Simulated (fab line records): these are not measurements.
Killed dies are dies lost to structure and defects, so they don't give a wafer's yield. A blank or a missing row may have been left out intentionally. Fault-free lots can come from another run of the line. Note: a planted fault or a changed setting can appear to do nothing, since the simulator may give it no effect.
Chamber matching + flow n5-finfet + N5_GATE_CUT_STRIP_41 on rie-diel-04: 4 sister chambers
The step strips in CF4. 4 wafers are shown with their chamber, then 11 later ones without.

EACH WAFER AND ITS CHAMBER
| wafer  | chamber | showerhead-plenum-p-Torr (Torr) |
|--------|---------|---------------------------------|
| L086.5 | 3       | 1.81                            |
| L090.1 | 1       | 1.84                            |
| L090.6 | 2       | 1.74                            |
| L094.1 | 0       | 1.77                            |

WAFERS WHOSE CHAMBER IS MISSING
| wafer  | showerhead-plenum-p-Torr (Torr) |
|--------|---------------------------------|
| L094.5 | 1.74                            |
| L094.6 | 1.77                            |
| L095.2 | 1.84                            |
| L095.5 | 1.77                            |
| L095.6 | 1.84                            |
| L096.1 | 1.73                            |
| L096.2 | 1.77                            |
| L096.3 | 1.84                            |
| L097.1 | 1.77                            |
| L097.2 | 1.80                            |
| L097.4 | 1.73                            |

EACH ONE'S CHAMBER
| wafer  | from the rows above | in truth |
|--------|---------------------|----------|
| L094.5 | 2                   | 2        |
| L094.6 | 0                   | 0        |
| L095.2 | 1                   | 1        |
| L095.5 | 0                   | 0        |
| L095.6 | 1                   | 1        |
| L096.1 | 2                   | 2        |
| L096.2 | 0                   | 0        |
| L096.3 | 1                   | 1        |
| L097.1 | 0                   | 0        |
| L097.2 | 3                   | 3        |
| L097.4 | 2                   | 2        |
Correctly placed: 11 of 11. Number that these rows cannot place: 0. 0 placed wrongly.
How it was worked out, from the rows above alone: a wafer's distance from a chamber is the root of the sum, over the readings, of the square of ((its reading less the chamber's mean) divided by the reading's scatter). If the next closest chamber is less than 2 further off than the closest, the wafer can't be placed; otherwise it belongs to the closest. Each chamber's mean is taken over the wafers shown for it. The scatter (one wafer shown for each chamber): square how far every hidden wafer sits from the nearest shown wafer, average those squares and take the square root.
